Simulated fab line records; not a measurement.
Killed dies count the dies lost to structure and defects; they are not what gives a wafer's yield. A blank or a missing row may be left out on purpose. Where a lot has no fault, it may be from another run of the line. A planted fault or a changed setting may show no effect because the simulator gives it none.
One fault seen from 2 desks / flow n5 finfet / what lay behind the numbers comes last; until then each desk has only its own

== THE DEFECT DESK ==
For each lot, the counts of the inspections along the route, averaged over the sampled wafers that have a number. Any lot whose mean is over 4 standard deviations away from the usual mean is out of limits and marked OUT; that distance is given in the brackets.
Columns: A = raw defect count at N5_BEOL_M9_INSPECT_13, usual 408
lot=L459; first seen here=day 14 01:47; A=480
lot=L463; first seen here=day 14 08:55; A=585
lot=L464; first seen here=day 16 04:26; A=511
lot=L468; first seen here=day 16 21:44; A=421
lot=L471; first seen here=day 17 12:17; A=391
lot=L470; first seen here=day 17 16:46; A=382
lot=L474; first seen here=day 17 20:50; A=456
lot=L479; first seen here=day 18 02:15; A=382
lot=L476; first seen here=day 19 01:00; A=269
lot=L480; first seen here=day 19 08:51; A=375
Finding of this desk: none of the 10 lots has anything out of limits.

== FOR THE TOOL OWNER'S DESK: rie diel-02 ==
The tool's own readings at N5_BEOL_M9_ETCH_65 (etches SiARC in CF4, target depth 15.6 nm, time 26 s): means of the sampled wafers that have a number, for each lot that ran on this tool. Any lot whose mean is over 4 standard deviations away from the usual mean is out of limits and marked OUT; that distance is given in the brackets.
Columns: A = drypump motor current A at N5_BEOL_M9_ETCH_65, usual 5.6 A; B = etch rf on time s at N5_BEOL_M9_ETCH_65, usual 26.4 s; C = oes product au at N5_BEOL_M9_ETCH_65, usual 0.67 a.u.; D = rf fwd power W at N5_BEOL_M9_ETCH_65, usual 531.8 W; E = rf vpp V at N5_BEOL_M9_ETCH_65, usual 184.4 V; F = showerhead plenum p Torr at N5_BEOL_M9_ETCH_65, usual 2.16 Torr; G = throttle valve pct at N5_BEOL_M9_ETCH_65, usual 15.63 %
lot=L463; first seen here=day 14 11:38; A=6.2; B=27.4; C=0.65; D=531.3; E=184.5; F=2.18; G=15.68
lot=L468; first seen here=day 16 23:50; A=5.2; B=26.6; C=0.72; D=532.2; E=185.2; F=2.16; G=15.64
lot=L471; first seen here=day 17 16:14; A=5.2; B=29.6; C=0.66; D=534.8; E=184.4; F=2.16; G=15.80
lot=L470; first seen here=day 17 18:48; A=5.9; B=29.8; C=0.64; D=532.2; E=185.2; F=2.21; G=15.51
lot=L474; first seen here=day 17 21:53; A=4.9; B=29.0; C=0.71; D=533.0; E=185.3; F=2.21; G=15.49
Finding of this desk: none of the 5 lots has anything out of limits.

== ALL TOGETHER ==
Nothing out of limits was seen by the defect desk.
The desk of the tool owner found nothing out of limits.

== WHAT THE SIMULATOR HAD PUT IN ==
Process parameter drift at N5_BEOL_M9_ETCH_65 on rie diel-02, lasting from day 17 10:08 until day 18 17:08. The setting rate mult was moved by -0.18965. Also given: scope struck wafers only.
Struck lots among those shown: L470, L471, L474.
